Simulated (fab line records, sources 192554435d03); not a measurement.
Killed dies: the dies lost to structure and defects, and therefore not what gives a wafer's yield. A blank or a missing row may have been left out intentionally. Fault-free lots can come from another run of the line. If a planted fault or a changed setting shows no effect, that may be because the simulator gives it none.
Which tool is to blame? | flow n5Finfet | 36 wafers sampled from 12 lots at 1 step of a route of 1938

== WHAT THE GAUGES SHOWED, per wafer ==
N5_BEOL_M7_OCD_MEAS_38.
lot  | measured     | on     | trenchDepthNm (nm)
L075 | day 9 03:15  | ocd-01 | 91.9 91.5 89.9
L077 | day 9 14:21  | ocd-01 | 93.9 92.2 94.0
L079 | day 10 04:45 | ocd-02 | 93.2 87.5 91.7
L081 | day 10 16:29 | ocd-01 | 93.3 96.0 94.5
L083 | day 11 09:34 | ocd-02 | 93.7 93.8 94.3
L085 | day 11 12:50 | ocd-01 | 95.3 88.5 88.0
L087 | day 12 09:43 | ocd-01 | 96.4 92.0 94.7
L089 | day 12 11:50 | ocd-02 | 89.4 92.0 88.4
L091 | day 13 06:05 | ocd-01 | 95.7 91.6 95.9
L093 | day 14 06:05 | ocd-01 | 92.2 93.4 90.9
L095 | day 14 07:04 | ocd-01 | 92.7 92.1 92.6
L097 | day 14 23:52 | ocd-02 | 93.7 99.6 99.9

== EACH LOT AND THE TOOL THAT RAN IT (in order: tool; ch and the chambers of the sampled wafers; start) ==
Record: no process step prior to these readings.

== THE ANSWER, worked out from the rows above alone ==
Rule: the lots themselves supply what counts as usual. The widest of any qualifying gaps counts: lots, ordered by their means at a reading, are off when they make up no more than a third of the lots, leave a main group of 4 or more, and stand apart from it by 3 or more times the standard deviation of that group's means. A main group whose means are all the same, to the digits that the tables above print for the reading, isn't used. Also off: a lot with no number at a reading for which 4 or more lots have one. Where the step has rows for the other lots, those lots are counted as sound.
No lot is off on any of the readings shown, so nothing can be concluded from this.

== WHAT HAD BEEN PUT IN BY THE SIMULATOR ==
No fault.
